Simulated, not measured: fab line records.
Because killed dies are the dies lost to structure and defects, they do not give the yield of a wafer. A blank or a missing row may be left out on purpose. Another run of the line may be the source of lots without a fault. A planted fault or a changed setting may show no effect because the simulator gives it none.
A struck lot beside a sound one || flow nand-harc || 15 steps out of a route of 1302
Sound: wafers L386.1, L386.3, L386.4. Struck: wafer L392.5. (L392.3, L392.4 of the same lot were not struck and are left out.) The cause comes at the end.
Each step with rows lists, per side, the tool, then ch with its chambers, then its first start. Under that, the readings that differ: sound wafers || struck wafers || difference of the means || sigmas: that difference in standard deviations of wafers without a fault.
alike: same words and numbers on both sides, and readings whose means sit less than 2 such deviations apart. not compared: any withheld reading, any reading some wafer has no value for, any bound like >300 that may hide the same value, and any number with overlapping values for which the record gives no deviation.
A row with sigmas, a row that says differs or no value, or rows on one side alone: a step with any of these is where the two part. Non-overlapping numbers with no deviation appear without sigmas and do not part them. A reading missing from all wafers of one side parts the sides only when that side holds two or more wafers.

first, 7 steps without rows for these wafers: NHARC_P_STI_COAT_41 (time 65 s); NHARC_P_STI_COAT_03 (resist thk 600 nm); NHARC_P_STI_SOFTBAKE_04 (time 70 s); NHARC_P_STI_EBR_05; NHARC_P_STI_EXPOSE_06 (exposes mask P STI, target cd 200 nm); NHARC_P_STI_PEB_07 (peb time 80 s); NHARC_P_STI_DEVELOP_08 (time 50 s).
NHARC_P_STI_CD_MEAS_09 targets a cd of 200 nm.
  sound on cd-sem-02 ch 0, day 4 21:37; struck on cd-sem-01 ch 0, day 7 11:46
  alike: cd-nm
NHARC_P_STI_OVL_MEAS_10:
  sound: overlay-02 at day 4 21:43; struck: overlay-02 at day 7 11:51
{"reading": "overlay-y-nm (nm)", "sound": "-5 -5 -5", "struck": 5, "difference": "+10", "sigmas": "+2"}
  alike: overlay-x-nm
NHARC_P_STI_INSPECT_11:
  sound: defect-inspect-02 at day 4 21:45; struck: defect-inspect-01 at day 7 11:53
  alike: raw-defect-count
then, 1 step without rows for these wafers: NHARC_P_STI_HARDBAKE_13 (time 65 s).
NHARC_P_STI_DESCUM_14: chemistry O2, time 3 s.
  sound on rie-diel-01 ch 0,2,3, day 4 21:53; struck on rie-diel-07 ch 3, day 7 12:02
  alike: chamber-pressure-mTorr, drypump-motor-current-A, oes-product-au, rf-vpp-V, showerhead-plenum-p-Torr, throttle-valve-pct
  not compared: rf-hours-counter-h
NHARC_P_STI_ETCH_42: etches the open film in N2/H2, target depth 80 nm, overetch 24 nm, time 61 s.
  sound on rie-diel-01 ch 0,1,3, day 4 21:58; struck on rie-diel-07 ch 3, day 7 12:07
{"reading": "oes-product-au (a.u.)", "sound": "1.001 1.008 1.020", "struck": 0.858, "difference": -0.152, "sigmas": -14}
  alike: chamber-pressure-mTorr, drypump-motor-current-A, rf-vpp-V, showerhead-plenum-p-Torr, throttle-valve-pct
  not compared: rf-hours-counter-h
NHARC_P_STI_ETCH_31: etches the open film in CF4/CHF3, target depth 108.9 nm, time 54.5 s.
  sound: rie-diel-01 ch 1,2,3; struck: rie-diel-07 ch 1
  alike: chamber-pressure-mTorr, drypump-motor-current-A, oes-product-au, rf-vpp-V, showerhead-plenum-p-Torr, throttle-valve-pct
  not compared: rf-hours-counter-h
-- the record jumps here: 22 days lie between the struck wafers' starts before and after (it left off in module P_STI and takes up again in module END, whose first step shown is number 1302 of the route) --
NHARC_END_SORT_01:
  sound on prober-02 ch 0, day 26 17:25; struck on prober-01 ch 0, day 29 09:57
  alike: killed-at-array, killed-at-other, killed-at-periphery, killed-dies, killed-open, killed-short

== WHERE THEY PART ==
Last at NHARC_P_STI_ETCH_42 as far as this record goes, first at NHARC_P_STI_OVL_MEAS_10. Later steps at which nothing parts them and some readings are alike: NHARC_P_STI_ETCH_31, NHARC_END_SORT_01.

WHY: whatever the simulator had introduced
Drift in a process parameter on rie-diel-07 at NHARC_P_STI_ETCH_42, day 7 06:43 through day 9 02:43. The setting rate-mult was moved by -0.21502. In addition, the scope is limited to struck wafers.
